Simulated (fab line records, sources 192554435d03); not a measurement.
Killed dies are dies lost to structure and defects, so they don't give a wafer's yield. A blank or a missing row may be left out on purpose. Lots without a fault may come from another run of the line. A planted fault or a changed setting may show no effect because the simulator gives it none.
Chamber matching | flow n5_finfet | N5_MOL_CONTACT_COAG_CO_FILL_22 on cvd_co-01: 3 sister chambers
The step material Co, precursor CCTBA/H2, target thk 20 nm. 6 wafers are shown with their chamber, then 12 later ones without.

WAFERS WITH THEIR CHAMBER
wafer  | chamber | heater_power_w (W) | susceptor_temp_C (C)
L086.3 | 2       | 242                | 200.00
L089.1 | 1       | 250                | 199.71
L089.4 | 2       | 251                | 200.25
L091.1 | 1       | 246                | 200.07
L091.2 | 0       | 236                | 199.74
L091.4 | 0       | 234                | 200.05

WAFERS WITHOUT THEIR CHAMBER
wafer  | heater_power_w (W) | susceptor_temp_C (C)
L092.2 | 237                | 199.94
L092.4 | 251                | 199.89
L092.5 | 228                | 199.90
L076.2 | 247                | 199.81
L076.3 | 244                | 200.08
L076.5 | 241                | 199.97
L094.4 | 233                | 199.99
L094.5 | 242                | 199.90
L094.6 | 246                | 199.94
L095.1 | 232                | 200.07
L095.3 | 250                | 200.20
L095.6 | 232                | 200.03

WHICH CHAMBER EACH WENT THROUGH
wafer  | from the rows above          | in truth
L092.2 | can't be placed: 0 or 2      | 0
L092.4 | can't be placed: 1 or 2      | 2
L092.5 | 0                            | 0
L076.2 | can't be placed: 1 or 2      | 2
L076.3 | can't be placed: 2 or 1 or 0 | 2
L076.5 | can't be placed: 0 or 2 or 1 | 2
L094.4 | 0                            | 0
L094.5 | can't be placed: 1 or 2 or 0 | 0
L094.6 | can't be placed: 1 or 2      | 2
L095.1 | 0                            | 0
L095.3 | can't be placed: 2 or 1      | 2
L095.6 | 0                            | 0
Placed correctly: 4 of 12. Can't be placed from these rows: 8 (the true chamber is among the candidates in 8). Placed wrongly: 0.
How it was worked out, from the rows above alone: a wafer's distance from a chamber is the root of the sum, over the readings, of the square of ((its reading less the chamber's mean) divided by the reading's scatter). The wafer belongs to the nearest chamber; if the next one is less than 2 further off, it can't be placed. A chamber's mean is the mean of its shown wafers. The scatter: the root of (the sum of the squares of (reading less its chamber's mean) over the shown wafers, divided by (wafers less chambers)).
